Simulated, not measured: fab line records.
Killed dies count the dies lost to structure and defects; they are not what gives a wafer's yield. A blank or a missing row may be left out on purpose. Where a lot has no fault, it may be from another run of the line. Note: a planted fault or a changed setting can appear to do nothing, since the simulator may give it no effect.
Chamber matching :: flow nand-harc :: NHARC_P_M2_PRE_CLEAN_32 on pecvd-02 has 3 sister chambers
The step time 12 s. 6 wafers are shown with their chamber, then 10 later ones without.

WAFERS, EACH WITH ITS CHAMBER
wafer: L085.2
chamber: 2
heater-power-w (W): 556

wafer: L087.1
chamber: 0
heater-power-w (W): 715

wafer: L087.2
chamber: 2
heater-power-w (W): 566

wafer: L087.5
chamber: 1
heater-power-w (W): 795

wafer: L087.3
chamber: 1
heater-power-w (W): 788

wafer: L087.4
chamber: 0
heater-power-w (W): 730

WAFERS WITH NO CHAMBER GIVEN
wafer: L087.6
heater-power-w (W): 563

wafer: L089.2
heater-power-w (W): 751

wafer: L089.3
heater-power-w (W): 643

wafer: L089.4
heater-power-w (W): 743

wafer: L090.4
heater-power-w (W): 770

wafer: L090.5
heater-power-w (W): 588

wafer: L090.6
heater-power-w (W): 804

wafer: L092.3
heater-power-w (W): 795

wafer: L092.4
heater-power-w (W): 639

wafer: L092.5
heater-power-w (W): 823

CHAMBER TAKEN BY EACH
wafer: L087.6
from the rows above: 2
in truth: 2

wafer: L089.2
from the rows above: can't be placed: 0 or 1
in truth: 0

wafer: L089.3
from the rows above: can't be placed: 0 or 2
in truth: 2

wafer: L089.4
from the rows above: 0
in truth: 0

wafer: L090.4
from the rows above: 1
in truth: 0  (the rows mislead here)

wafer: L090.5
from the rows above: 2
in truth: 2

wafer: L090.6
from the rows above: 1
in truth: 1

wafer: L092.3
from the rows above: 1
in truth: 1

wafer: L092.4
from the rows above: can't be placed: 2 or 0
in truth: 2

wafer: L092.5
from the rows above: 1
in truth: 1
Correctly placed: 6 of 10. Not placeable from these rows: 3 (in 3, the candidates include the true chamber). Number placed wrongly: 1.
How it was worked out, from the rows above alone: a wafer's distance from a chamber is the root of the sum, over the readings, of the square of ((its reading less the chamber's mean) divided by the reading's scatter). The wafer belongs to the nearest chamber; if the next one is less than 2 further off, it can't be placed. For every chamber, the mean is computed from those of its wafers that are shown. The scatter: the root of (the sum of the squares of (reading less its chamber's mean) over the shown wafers, divided by (wafers less chambers)).
